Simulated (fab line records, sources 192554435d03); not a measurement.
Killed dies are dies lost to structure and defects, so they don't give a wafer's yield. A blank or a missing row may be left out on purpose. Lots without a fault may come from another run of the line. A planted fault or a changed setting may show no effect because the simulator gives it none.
Chamber matching | flow n5_finfet | N5_HKMG_FIN_ETCH_67 on rie_diel-05: 4 sister chambers
The step etches SOC in N2/H2, stops on TiN, target depth 388.9 nm. 18 wafers are shown with their chamber, then 9 later ones without.

WAFERS WITH THEIR CHAMBER
wafer  | chamber | drypump_motor_current_A (A) | throttle_valve_pct (%) | showerhead_plenum_p_Torr (Torr)
L078.4 | 3       | 5.7                         | 18.13                  | 2.52
L078.5 | 2       | 5.2                         | 17.88                  | 2.45
L078.6 | 3       | 5.8                         | 18.13                  | 2.52
L080.1 | 0       | 5.1                         | 17.80                  | 2.52
L080.4 | 2       | 5.1                         | 17.92                  | 2.44
L080.5 | 0       | 5.1                         | 17.78                  | 2.52
L083.2 | 0       | 5.1                         | 17.81                  | 2.52
L083.5 | 1       | 6.0                         | 17.79                  | 2.49
L083.6 | 2       | 5.1                         | 17.92                  | 2.44
L084.1 | 3       | 5.7                         | 18.16                  | 2.52
L084.3 | 0       | 5.1                         | 17.80                  | 2.52
L084.6 | 2       | 5.2                         | 17.92                  | 2.44
L089.2 | 3       | 5.8                         | 18.18                  | 2.51
L089.3 | 0       | 5.1                         | 17.82                  | 2.51
L089.6 | 2       | 5.2                         | 17.95                  | 2.43
L092.3 | 2       | 5.2                         | 17.95                  | 2.43
L092.4 | 3       | 5.7                         | 18.17                  | 2.51
L092.6 | 0       | 5.1                         | 17.82                  | 2.51

SIGNATURES (means of the wafers above)
reading                  | chamber 0 | chamber 1 | chamber 2 | chamber 3 | scatter within a chamber
drypump_motor_current_A  | 5.100     | 6.000     | 5.167     | 5.740     | 0.0425
throttle_valve_pct       | 17.8050   | 17.7900   | 17.9233   | 18.1540   | 0.0217
showerhead_plenum_p_Torr | 2.5167    | 2.4900    | 2.4383    | 2.5160    | 0.00619
Rule: a wafer's distance from a chamber is the root of the sum, over the readings, of the square of ((its reading less the chamber's mean) divided by the reading's scatter). The wafer belongs to the nearest chamber; if the next one is less than 2 further off, it can't be placed. The scatter: the root of (the sum of the squares of (reading less its chamber's mean) over the shown wafers, divided by (wafers less chambers)).

WAFERS WITHOUT THEIR CHAMBER
wafer  | drypump_motor_current_A (A) | throttle_valve_pct (%) | showerhead_plenum_p_Torr (Torr)
L093.1 | 5.1                         | 17.84                  | 2.51
L093.3 | 5.7                         | 18.20                  | 2.51
L093.4 | 5.7                         | 18.19                  | 2.51
L094.1 | 5.8                         | 18.19                  | 2.50
L094.5 | 5.8                         | 18.21                  | 2.50
L094.6 | 5.2                         | 17.95                  | 2.43
L097.1 | 5.1                         | 17.95                  | 2.43
L097.2 | 5.7                         | 18.22                  | 2.50
L097.4 | 5.1                         | 17.84                  | 2.51

WHICH CHAMBER EACH WENT THROUGH
wafer  | from the rows above | in truth
L093.1 | 0                   | 0
L093.3 | 3                   | 3
L093.4 | 3                   | 3
L094.1 | 3                   | 3
L094.5 | 3                   | 3
L094.6 | 2                   | 2
L097.1 | 2                   | 2
L097.2 | 3                   | 3
L097.4 | 0                   | 0
Placed correctly: 9 of 9. Can't be placed from these rows: 0. Placed wrongly: 0.
